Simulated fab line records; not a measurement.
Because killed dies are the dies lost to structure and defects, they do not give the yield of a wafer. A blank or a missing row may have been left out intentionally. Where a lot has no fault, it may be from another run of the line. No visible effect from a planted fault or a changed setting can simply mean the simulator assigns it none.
Code-filled problem report in 8D (eight disciplines) form | flow nand harc | the parts of the form that need people (team, actions taken, sign-off) are left out

## 1. WHAT IS WRONG
Wafers with no fault read 994 nm with a standard deviation of 14, whereas thk nm at NHARC_A_ONON_D1_THK_MEAS_11 reads a mean of 1603 nm on 1 wafer of 1 lot. Relative to the usual mean, that is a shift of +44 standard deviations.
The step: measures by ellipsometry.
The first sign was on wafer L497.6 at day 14 16:11, on film metro-01. At this step, 35 wafers from 12 lots have a number in the record. Rule for "out" (also "out of limits"): further than 4 standard deviations from the usual mean. The rest of the wafers with a number are treated as sound.

## 2. WHAT IT IS, AND WHAT IT ISN'T
question                    | is                | is not
which readings at this step | thk nm            | -
which lots                  | L497              | L480, L481, L482, L483, L484, L485, L486, L488, L499, L501, L502
which wafers of those lots  | L497.6            | L497.5
read on which gauges        | film metro-01     | film metro-02
when                        | from day 14 16:11 | up to then (25 sound wafers); but 9 sound wafers of L499, L501, L502 came after

## 3. SUSPECTS, AND WHAT RULES EACH OUT
Counting: any tool at a process step up to the reading remains a suspect provided it ran every lot that is out. Sound lots after the first of them don't rule it out here, since some wafers of a struck lot are sound.
- the gauge at NHARC_A_ONON_D1_THK_MEAS_11: ruled out. All the wafers that are out were read on film metro-01, but those of them that NHARC_END_SORT_01 has rows for are out there too, on other tools.
- rie diel-05 at NHARC_P_BONDPAD_DESCUM_11 (chemistry O2, time 3 s): kept. It processed L497, the lot that is out, at day 13 14:01, and its most recent sound lot before then was L485 at day 8 14:19.
- pvd sputter-02 at NHARC_P_BONDPAD_DEGAS_25 (time 60 s): kept. It processed L497, the lot that is out, at day 13 14:57, and its most recent sound lot before then was L488 at day 10 09:43.
- rtp anneal-01 at NHARC_A_ZERO_WELL_RTA_16 (time 10 s): kept. It processed L497, the lot that is out, at day 13 19:14, and its most recent sound lot before then was L486 at day 9 09:52.
- pecvd onon-03 at NHARC_A_ONON_D1_DEP_09 (target thk 1000 nm): kept. It processed L497, the lot that is out, at day 14 15:54, and its most recent sound lot before then was L488 at day 11 11:46.
- The sound lot-mates ran in chamber 3 of rie diel-05 at NHARC_P_BONDPAD_DESCUM_11, but the wafers that are out ran in chamber 0.
Left after counting: rie diel-05 at NHARC_P_BONDPAD_DESCUM_11, pvd sputter-02 at NHARC_P_BONDPAD_DEGAS_25, rtp anneal-01 at NHARC_A_ZERO_WELL_RTA_16, pecvd onon-03 at NHARC_A_ONON_D1_DEP_09.

## 4. THE CAUSE (what the simulator had put in)
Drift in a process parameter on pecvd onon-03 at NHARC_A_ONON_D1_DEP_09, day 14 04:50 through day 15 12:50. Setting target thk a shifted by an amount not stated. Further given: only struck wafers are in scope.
Counting leaves 4 suspects; this tool is one of them.

## 5. THE EFFECT CHAIN, in route order
One row per reading whose mean, taken over the struck wafers that have a number, lies over 3 standard deviations from the usual. Only readings whose record carries a usual standard deviation are examined. hours: median over the lots of the time between each lot's start at the first step of this table that gives one and its start at this step. sigmas: the change, counted in usual standard deviations.
hours | step                        | reading         | usual  | on struck wafers | change | sigmas
0     | NHARC_A_ONON_D1_THK_MEAS_11 | thk nm          | 994 nm | 1603             | +609   | +44
403   | NHARC_END_SORT_01           | killed at array | 59     | 672              | +613   | +32
403   | NHARC_END_SORT_01           | killed dies     | 64     | 677              | +613   | +32

## 6. WHAT WOULD HAVE CAUGHT IT SOONER
In this record the first reading out of limits at a measuring or inspecting step was taken at day 14 16:11, 11 hours after the fault began at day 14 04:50.
An alarm limit of 4 standard deviations would not have fired on the tool readings at NHARC_A_ONON_D1_DEP_09 for which the record gives a usual standard deviation, since none of them was out on any struck wafer.
By day 14 16:11, every lot that is out (1) had started NHARC_A_ONON_D1_DEP_09 on pecvd onon-03. Holding the tool at that point would not have protected any of them.
